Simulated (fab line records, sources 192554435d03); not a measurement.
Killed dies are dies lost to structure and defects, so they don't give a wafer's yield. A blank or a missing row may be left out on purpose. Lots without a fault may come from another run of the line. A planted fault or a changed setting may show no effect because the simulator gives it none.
Which tool did it? | flow n5_finfet | 24 lots, 72 wafers sampled, at 6 steps of a route of 1938

WHAT THE GAUGES READ, wafer by wafer
The record holds no reading of a measuring or inspecting step that can be judged against a usual standard deviation.

WHICH TOOL RAN EACH LOT (tool, then ch and the chambers of the sampled wafers, then the start)
lot  | N5_BEOL_M6_SURFACE_TREAT_79  | N5_BEOL_M6_CMP_52             | N5_BEOL_M7_ETCH_61                 | N5_BEOL_M7_STRIP_67                | N5_BEOL_M7_PRE_CLEAN_45      | N5_BEOL_M7_DEP_56
L074 | pvd_sputter-01, day 8 14:59  | cmp-04 ch 0,2,3, day 8 16:19  | rie_diel-05 ch 2,3, day 8 18:22    | rie_diel-05 ch 2,3, day 8 18:34    | pvd_sputter-02, day 8 21:35  | pecvd-02 ch 0,1, day 9 00:31
L075 | pvd_sputter-01, day 8 19:59  | cmp-03 ch 0,2, day 8 20:58    | rie_diel-03 ch 2,3, day 9 00:20    | rie_diel-03 ch 2,3, day 9 00:32    | pvd_sputter-03, day 9 04:45  | pecvd-01 ch 1,2, day 9 06:32
L076 | pvd_sputter-02, day 8 20:46  | cmp-03 ch 0,1,2, day 8 21:31  | rie_diel-05 ch 0,1,3, day 9 09:10  | rie_diel-05 ch 0,1,3, day 9 09:22  | pvd_sputter-01, day 9 14:38  | pecvd-01 ch 0,1,2, day 9 16:09
L077 | pvd_sputter-03, day 9 06:05  | cmp-01 ch 0,3, day 9 07:11    | rie_diel-06 ch 1,2,3, day 9 09:20  | rie_diel-06 ch 1,2,3, day 9 09:32  | pvd_sputter-02, day 9 14:22  | pecvd-04 ch 0,1, day 9 15:50
L079 | pvd_sputter-01, day 9 17:14  | cmp-04 ch 0,1,2, day 9 19:59  | rie_diel-05 ch 0,2,3, day 9 22:29  | rie_diel-05 ch 0,2,3, day 9 22:41  | pvd_sputter-01, day 10 01:55 | pecvd-04 ch 0,1, day 10 04:16
L078 | pvd_sputter-02, day 9 20:02  | cmp-01 ch 0,1,3, day 9 21:27  | rie_diel-03 ch 0,2,3, day 9 23:28  | rie_diel-03 ch 0,2,3, day 9 23:40  | pvd_sputter-01, day 10 01:59 | pecvd-04 ch 0,2, day 10 04:34
L080 | pvd_sputter-02, day 10 05:47 | cmp-04 ch 1,2,3, day 10 06:44 | rie_diel-05 ch 0,1,2, day 10 10:35 | rie_diel-05 ch 0,1,2, day 10 10:47 | pvd_sputter-02, day 10 14:31 | pecvd-02 ch 0,1,2, day 10 16:10
L081 | pvd_sputter-02, day 10 14:48 | cmp-03 ch 0,1, day 10 15:35   | rie_diel-06 ch 0,3, day 10 20:46   | rie_diel-06 ch 0,3, day 10 20:58   | pvd_sputter-01, day 11 02:49 | pecvd-04 ch 0,1, day 11 04:25
L082 | pvd_sputter-01, day 11 04:05 | cmp-04 ch 1,2,3, day 11 04:51 | rie_diel-06 ch 0,2,3, day 11 07:43 | rie_diel-06 ch 0,2,3, day 11 07:55 | pvd_sputter-02, day 11 10:31 | pecvd-02 ch 0,1, day 11 12:04
L083 | pvd_sputter-01, day 11 04:44 | cmp-04 ch 0,2, day 11 06:00   | rie_diel-05 ch 1,2, day 11 08:32   | rie_diel-05 ch 1,2, day 11 08:44   | pvd_sputter-01, day 11 12:02 | pecvd-01 ch 0,1,2, day 11 13:41
L084 | pvd_sputter-02, day 11 10:23 | cmp-04 ch 2,3, day 11 11:18   | rie_diel-05 ch 1,2, day 11 14:17   | rie_diel-05 ch 1,2, day 11 14:29   | pvd_sputter-02, day 11 18:20 | pecvd-04 ch 0,1, day 11 19:46
L085 | pvd_sputter-03, day 11 11:05 | cmp-04 ch 0,1, day 11 12:20   | rie_diel-05 ch 0,2, day 11 14:50   | rie_diel-05 ch 0,2, day 11 15:02   | pvd_sputter-02, day 11 18:40 | pecvd-01 ch 0,1, day 11 20:12
L086 | pvd_sputter-01, day 12 06:08 | cmp-03 ch 0,2, day 12 06:53   | rie_diel-06 ch 0,2,3, day 12 08:43 | rie_diel-06 ch 0,2,3, day 12 08:55 | pvd_sputter-03, day 12 10:46 | pecvd-01 ch 0,2, day 12 12:15
L087 | pvd_sputter-02, day 12 11:43 | cmp-01 ch 0,1,3, day 12 12:39 | rie_diel-05 ch 0,1,2, day 12 15:15 | rie_diel-05 ch 0,1,2, day 12 15:28 | pvd_sputter-02, day 12 21:08 | pecvd-02 ch 0,1, day 13 00:09
L088 | pvd_sputter-01, day 12 11:55 | cmp-03 ch 0,3, day 12 12:43   | rie_diel-03 ch 1,2, day 12 15:34   | rie_diel-03 ch 1,2, day 12 15:46   | pvd_sputter-02, day 12 21:01 | pecvd-02 ch 0,2, day 12 23:10
L090 | pvd_sputter-03, day 13 00:31 | cmp-04 ch 0,1, day 13 01:16   | rie_diel-03 ch 0,1,2, day 13 03:51 | rie_diel-03 ch 0,1,2, day 13 04:02 | pvd_sputter-01, day 13 06:26 | pecvd-04 ch 0,1,2, day 13 08:15
L089 | pvd_sputter-01, day 13 07:10 | cmp-01 ch 0,3, day 13 08:11   | rie_diel-03 ch 0,1,2, day 13 12:08 | rie_diel-03 ch 0,1,2, day 13 12:20 | pvd_sputter-03, day 13 15:35 | pecvd-01 ch 0,2, day 13 17:18
L091 | pvd_sputter-03, day 13 16:14 | cmp-01 ch 1,2, day 13 19:06   | rie_diel-06 ch 0,3, day 13 21:53   | rie_diel-06 ch 0,3, day 13 22:05   | pvd_sputter-03, day 14 00:58 | pecvd-01 ch 0,1,2, day 14 02:55
L092 | pvd_sputter-03, day 13 16:16 | cmp-04 ch 1,2,3, day 13 19:43 | rie_diel-03 ch 0,2,3, day 13 22:13 | rie_diel-03 ch 0,2,3, day 13 22:25 | pvd_sputter-02, day 14 00:57 | pecvd-02 ch 0,1, day 14 03:11
L094 | pvd_sputter-01, day 13 18:32 | cmp-04 ch 0,2,3, day 13 21:28 | rie_diel-06 ch 0,1,2, day 14 00:46 | rie_diel-06 ch 0,1,2, day 14 00:58 | pvd_sputter-03, day 14 02:53 | pecvd-01 ch 0,1,2, day 14 04:27
L095 | pvd_sputter-01, day 13 18:54 | cmp-01 ch 0,3, day 13 22:04   | rie_diel-06 ch 0,1, day 14 01:01   | rie_diel-06 ch 0,1, day 14 01:13   | pvd_sputter-03, day 14 03:07 | pecvd-04 ch 0,1,2, day 14 04:44
L093 | pvd_sputter-01, day 14 01:34 | cmp-03 ch 0,1,2, day 14 03:10 | rie_diel-05 ch 1,2,3, day 14 06:59 | rie_diel-05 ch 1,2,3, day 14 07:11 | pvd_sputter-03, day 14 09:01 | pecvd-01 ch 0,1,2, day 14 12:26
L096 | pvd_sputter-03, day 14 23:33 | cmp-04 ch 0,1,2, day 15 00:39 | rie_diel-05 ch 0,1,2, day 15 05:14 | rie_diel-05 ch 0,1,2, day 15 05:27 | pvd_sputter-01, day 15 08:17 | pecvd-01 ch 0,2, day 15 10:06
L097 | pvd_sputter-02, day 15 11:24 | cmp-01 ch 0,1,2, day 15 12:17 | rie_diel-05 ch 0,1,3, day 15 15:01 | rie_diel-05 ch 0,1,3, day 15 15:13 | pvd_sputter-03, day 15 18:52 | pecvd-02 ch 1,2, day 15 20:54
- N5_BEOL_M6_SURFACE_TREAT_79
- N5_BEOL_M6_CMP_52: polishes, stops on SiCOH lowk, t overpolish 6.9 s, target thk 80 nm.
- N5_BEOL_M7_ETCH_61: etches SiARC in CF4, target depth 45.5 nm, time 75.8 s.
- N5_BEOL_M7_STRIP_67: strips in CF4.
- N5_BEOL_M7_PRE_CLEAN_45: time 30 s.
- N5_BEOL_M7_DEP_56: deposits SiCN from 3MS/NH3, target thk 10 nm, time 17.5 s.

WHAT THE TOOLS THEMSELVES READ (means of the sampled wafers that have a number; where no wafer has one, the mark that the record gives instead)
N5_BEOL_M6_CMP_52. Usual: barrier_field_endpoint_s 29.1 s, standard deviation 0.79; edge_zone_pressure_frac 1.000, standard deviation 0.0055; motor_current_A 6.0 A, standard deviation 0.8; overpolish_run_s 6.900 s, standard deviation 0.0089; time_to_endpoint_s 63 s, standard deviation 3.7.
lot  | tool   | barrier_field_endpoint_s (s) | edge_zone_pressure_frac | motor_current_A (A) | overpolish_run_s (s) | time_to_endpoint_s (s) | flag
L074 | cmp-04 | 29.2                         | 0.999                   | 5.6                 | 6.893                | 60                     |
L075 | cmp-03 | 28.2                         | 1.004                   | 5.9                 | 6.910                | 58                     |
L076 | cmp-03 | 29.1                         | 1.003                   | 5.9                 | 6.894                | 62                     |
L077 | cmp-01 | 29.1                         | 0.999                   | 7.3                 | 6.908                | 61                     |
L079 | cmp-04 | 29.8                         | 1.003                   | 5.6                 | 6.896                | 69                     |
L078 | cmp-01 | 28.5                         | 1.003                   | 7.1                 | 6.895                | 63                     |
L080 | cmp-04 | 29.5                         | 1.000                   | 5.4                 | 6.905                | 63                     |
L081 | cmp-03 | 29.6                         | 0.999                   | 5.9                 | 6.903                | 60                     |
L082 | cmp-04 | 29.2                         | 1.000                   | 5.5                 | 6.895                | 62                     |
L083 | cmp-04 | 29.0                         | 1.001                   | 5.7                 | 6.905                | 65                     |
L084 | cmp-04 | 29.0                         | 0.993                   | 5.4                 | 6.905                | 60                     |
L085 | cmp-04 | 29.4                         | 0.997                   | 5.7                 | 6.903                | 64                     |
L086 | cmp-03 | 27.7                         | 1.000                   | 5.8                 | 6.907                | 61                     |
L087 | cmp-01 | 29.1                         | 0.997                   | 7.0                 | 6.900                | 62                     |
L088 | cmp-03 | 29.3                         | 1.004                   | 5.3                 | 6.899                | 63                     |
L090 | cmp-04 | 29.9                         | 0.993                   | 5.7                 | 6.897                | 63                     |
L089 | cmp-01 | 29.3                         | 0.995                   | 6.8                 | 6.899                | 63                     |
L091 | cmp-01 | 29.6                         | 1.004                   | 7.1                 | 6.902                | 63                     |
L092 | cmp-04 | 28.1                         | 1.002                   | 5.5                 | 6.899                | 59                     |
L094 | cmp-04 | 28.6                         | 1.003                   | 5.4                 | 6.910                | 59                     |
L095 | cmp-01 | 29.2                         | 1.004                   | 6.9                 | 6.896                | 62                     |
L093 | cmp-03 | 29.0                         | 0.998                   | 6.3                 | 6.904                | 62                     |
L096 | cmp-04 | 29.0                         | 0.996                   | 5.7                 | 6.902                | 63                     |
L097 | cmp-01 | 29.4                         | 1.004                   | 6.6                 | 6.899                | 64                     |

N5_BEOL_M7_ETCH_61. Usual: drypump_motor_current_A 5.8 A, standard deviation 0.48; etch_rf_on_time_s 76.1 s, standard deviation 2.4; oes_product_au 0.61 a.u., standard deviation 0.051; rf_vpp_V 184.5 V, standard deviation 0.91; showerhead_plenum_p_Torr 2.17 Torr, standard deviation 0.053; throttle_valve_pct 15.70 %, standard deviation 0.18.
lot  | tool        | drypump_motor_current_A (A) | etch_rf_on_time_s (s) | oes_product_au (a.u.) | rf_vpp_V (V) | showerhead_plenum_p_Torr (Torr) | throttle_valve_pct (%) | flag
L074 | rie_diel-05 | 6.2                         | 76.1                  | 0.61                  | 184.0        | 2.18                            | 15.58                  |
L075 | rie_diel-03 | 5.7                         | 78.5                  | 0.62                  | 185.0        | 2.18                            | 15.92                  |
L076 | rie_diel-05 | 5.5                         | 74.2                  | 0.61                  | 184.3        | 2.19                            | 15.72                  |
L077 | rie_diel-06 | 5.9                         | 76.5                  | 0.62                  | 184.0        | 2.12                            | 15.67                  |
L079 | rie_diel-05 | 5.9                         | 73.9                  | 0.62                  | 185.0        | 2.19                            | 15.59                  |
L078 | rie_diel-03 | 5.8                         | 78.0                  | 0.60                  | 184.3        | 2.20                            | 15.88                  |
L080 | rie_diel-05 | 5.6                         | 74.8                  | 0.62                  | 184.8        | 2.21                            | 15.62                  |
L081 | rie_diel-06 | 5.5                         | 77.4                  | 0.60                  | 184.3        | 2.14                            | 15.59                  |
L082 | rie_diel-06 | 5.9                         | 77.2                  | 0.61                  | 183.2        | 2.10                            | 15.67                  |
L083 | rie_diel-05 | 6.0                         | 77.0                  | 0.60                  | 184.5        | 2.20                            | 15.62                  |
L084 | rie_diel-05 | 5.9                         | 77.3                  | 0.60                  | 185.6        | 2.20                            | 15.63                  |
L085 | rie_diel-05 | 6.0                         | 75.5                  | 0.62                  | 185.0        | 2.20                            | 15.50                  |
L086 | rie_diel-06 | 5.9                         | 77.3                  | 0.61                  | 183.5        | 2.10                            | 15.68                  |
L087 | rie_diel-05 | 5.6                         | 74.6                  | 0.61                  | 185.3        | 2.21                            | 15.65                  |
L088 | rie_diel-03 | 5.9                         | 77.4                  | 0.61                  | 184.6        | 2.16                            | 15.85                  |
L090 | rie_diel-03 | 6.0                         | 77.3                  | 0.59                  | 184.9        | 2.18                            | 15.82                  |
L089 | rie_diel-03 | 6.0                         | 77.4                  | 0.60                  | 184.2        | 2.18                            | 15.82                  |
L091 | rie_diel-06 | 5.5                         | 78.0                  | 0.58                  | 184.4        | 2.13                            | 15.63                  |
L092 | rie_diel-03 | 5.8                         | 77.8                  | 0.68                  | 184.8        | 2.19                            | 15.76                  |
L094 | rie_diel-06 | 6.1                         | 77.0                  | 0.59                  | 184.4        | 2.15                            | 15.63                  |
L095 | rie_diel-06 | 5.7                         | 77.9                  | 0.56                  | 185.0        | 2.18                            | 15.56                  |
L093 | rie_diel-05 | 5.8                         | 75.1                  | 0.66                  | 184.7        | 2.17                            | 15.60                  |
L096 | rie_diel-05 | 5.6                         | 75.1                  | 0.59                  | 185.2        | 2.20                            | 15.68                  |
L097 | rie_diel-05 | 5.5                         | 73.4                  | 0.66                  | 184.0        | 2.18                            | 15.63                  |

N5_BEOL_M7_STRIP_67. Usual: drypump_motor_current_A 5.8 A, standard deviation 0.48; oes_product_au 0.72 a.u., standard deviation 0.055; rf_vpp_V 271.5 V, standard deviation 1.4; showerhead_plenum_p_Torr 1.82 Torr, standard deviation 0.044; throttle_valve_pct 13.68 %, standard deviation 0.18.
lot  | tool        | drypump_motor_current_A (A) | oes_product_au (a.u.) | rf_vpp_V (V) | showerhead_plenum_p_Torr (Torr) | throttle_valve_pct (%) | flag
L074 | rie_diel-05 | 6.3                         | 0.72                  | 271.3        | 1.81                            | 13.55                  |
L075 | rie_diel-03 | 5.7                         | 0.74                  | 270.9        | 1.83                            | 13.89                  |
L076 | rie_diel-05 | 5.5                         | 0.71                  | 271.9        | 1.84                            | 13.69                  |
L077 | rie_diel-06 | 5.9                         | 0.73                  | 270.6        | 1.77                            | 13.65                  |
L079 | rie_diel-05 | 5.9                         | 0.72                  | 271.8        | 1.82                            | 13.57                  |
L078 | rie_diel-03 | 5.8                         | 0.72                  | 271.9        | 1.84                            | 13.86                  |
L080 | rie_diel-05 | 5.6                         | 0.72                  | 272.6        | 1.85                            | 13.61                  |
L081 | rie_diel-06 | 5.5                         | 0.71                  | 271.1        | 1.80                            | 13.65                  |
L082 | rie_diel-06 | 5.9                         | 0.72                  | 270.9        | 1.77                            | 13.68                  |
L083 | rie_diel-05 | 5.9                         | 0.71                  | 272.8        | 1.83                            | 13.60                  |
L084 | rie_diel-05 | 6.0                         | 0.71                  | 272.5        | 1.83                            | 13.61                  |
L085 | rie_diel-05 | 6.0                         | 0.73                  | 271.8        | 1.84                            | 13.48                  |
L086 | rie_diel-06 | 5.9                         | 0.72                  | 269.2        | 1.76                            | 13.71                  |
L087 | rie_diel-05 | 5.6                         | 0.71                  | 272.4        | 1.85                            | 13.63                  |
L088 | rie_diel-03 | 5.9                         | 0.73                  | 270.8        | 1.80                            | 13.82                  |
L090 | rie_diel-03 | 6.0                         | 0.70                  | 272.7        | 1.82                            | 13.78                  |
L089 | rie_diel-03 | 6.0                         | 0.71                  | 271.8        | 1.82                            | 13.79                  |
L091 | rie_diel-06 | 5.6                         | 0.69                  | 272.2        | 1.80                            | 13.70                  |
L092 | rie_diel-03 | 5.8                         | 0.81                  | 270.9        | 1.83                            | 13.71                  |
L094 | rie_diel-06 | 6.0                         | 0.70                  | 271.2        | 1.79                            | 13.64                  |
L095 | rie_diel-06 | 5.7                         | 0.68                  | 271.1        | 1.83                            | 13.59                  |
L093 | rie_diel-05 | 5.8                         | 0.77                  | 271.4        | 1.81                            | 13.55                  |
L096 | rie_diel-05 | 5.6                         | 0.70                  | 272.5        | 1.84                            | 13.67                  |
L097 | rie_diel-05 | 5.5                         | 0.76                  | 271.4        | 1.83                            | 13.58                  |

N5_BEOL_M7_PRE_CLEAN_45. Usual: heater_power_w 333 W, standard deviation 37; susceptor_temp_C 249.99 C, standard deviation 0.18.
lot  | tool           | heater_power_w (W) | susceptor_temp_C (C) | flag
L074 | pvd_sputter-02 | 334                | 250.05               |
L075 | pvd_sputter-03 | 363                | 250.04               |
L076 | pvd_sputter-01 | 320                | 250.01               |
L077 | pvd_sputter-02 | 340                | 249.89               |
L079 | pvd_sputter-01 | 332                | 249.90               |
L078 | pvd_sputter-01 | 340                | 249.87               |
L080 | pvd_sputter-02 | 329                | 250.18               |
L081 | pvd_sputter-01 | 358                | 249.96               |
L082 | pvd_sputter-02 | 341                | 250.03               |
L083 | pvd_sputter-01 | 340                | 250.01               |
L084 | pvd_sputter-02 | 348                | 249.93               |
L085 | pvd_sputter-02 | 346                | 249.85               |
L086 | pvd_sputter-03 | 359                | 250.23               |
L087 | pvd_sputter-02 | 325                | 249.84               |
L088 | pvd_sputter-02 | 336                | 250.10               |
L090 | pvd_sputter-01 | 340                | 249.83               |
L089 | pvd_sputter-03 | 332                | 249.98               |
L091 | pvd_sputter-03 | 362                | 249.93               |
L092 | pvd_sputter-02 | 349                | 250.20               |
L094 | pvd_sputter-03 | 304                | 249.96               |
L095 | pvd_sputter-03 | 357                | 250.00               |
L093 | pvd_sputter-03 | 331                | 250.02               |
L096 | pvd_sputter-01 | 359                | 250.08               |
L097 | pvd_sputter-03 | 332                | 250.00               |

N5_BEOL_M7_DEP_56. Usual: showerhead_plenum_p_Torr 3.663 Torr, standard deviation 0.01; throttle_valve_pct 8.8 %, standard deviation 0.36.
lot  | tool     | showerhead_plenum_p_Torr (Torr) | throttle_valve_pct (%) | flag
L074 | pecvd-02 | 3.660                           | 9.4                    |
L075 | pecvd-01 | 3.670                           | 8.7                    |
L076 | pecvd-01 | 3.675                           | 8.9                    |
L077 | pecvd-04 | 3.648                           | 8.6                    |
L079 | pecvd-04 | 3.649                           | 8.7                    |
L078 | pecvd-04 | 3.662                           | 8.2                    |
L080 | pecvd-02 | 3.661                           | 9.1                    |
L081 | pecvd-04 | 3.652                           | 8.7                    |
L082 | pecvd-02 | 3.658                           | 9.5                    |
L083 | pecvd-01 | 3.668                           | 8.8                    |
L084 | pecvd-04 | 3.650                           | 8.5                    |
L085 | pecvd-01 | 3.673                           | 8.8                    |
L086 | pecvd-01 | 3.662                           | 9.0                    |
L087 | pecvd-02 | 3.671                           | 9.3                    |
L088 | pecvd-02 | 3.657                           | 9.2                    |
L090 | pecvd-04 | 3.659                           | 8.6                    |
L089 | pecvd-01 | 3.667                           | 8.8                    |
L091 | pecvd-01 | 3.670                           | 8.9                    |
L092 | pecvd-02 | 3.657                           | 9.4                    |
L094 | pecvd-01 | 3.665                           | 8.9                    |
L095 | pecvd-04 | 3.656                           | 8.6                    |
L093 | pecvd-01 | 3.675                           | 8.8                    |
L096 | pecvd-01 | 3.666                           | 8.9                    |
L097 | pecvd-02 | 3.669                           | 9.4                    |

THE ANSWER, worked out from the rows above alone
Rule: a lot is off if the mean of its wafers that have a number lies more than 3 standard deviations from the usual mean. A lot without any number at a reading at which 4 lots or more have one is off too. The other lots that the step has rows for count as sound. The gauges are gone through in route order, then the tools' own readings, and for those a lot's mean is taken as printed above. The first step at which some lot is off is used, and at that step the reading that is off furthest; a lot without a number counts as furthest.
No lot is off at any reading shown: from this, nothing can be told.

WHAT THE SIMULATOR HAD PUT IN
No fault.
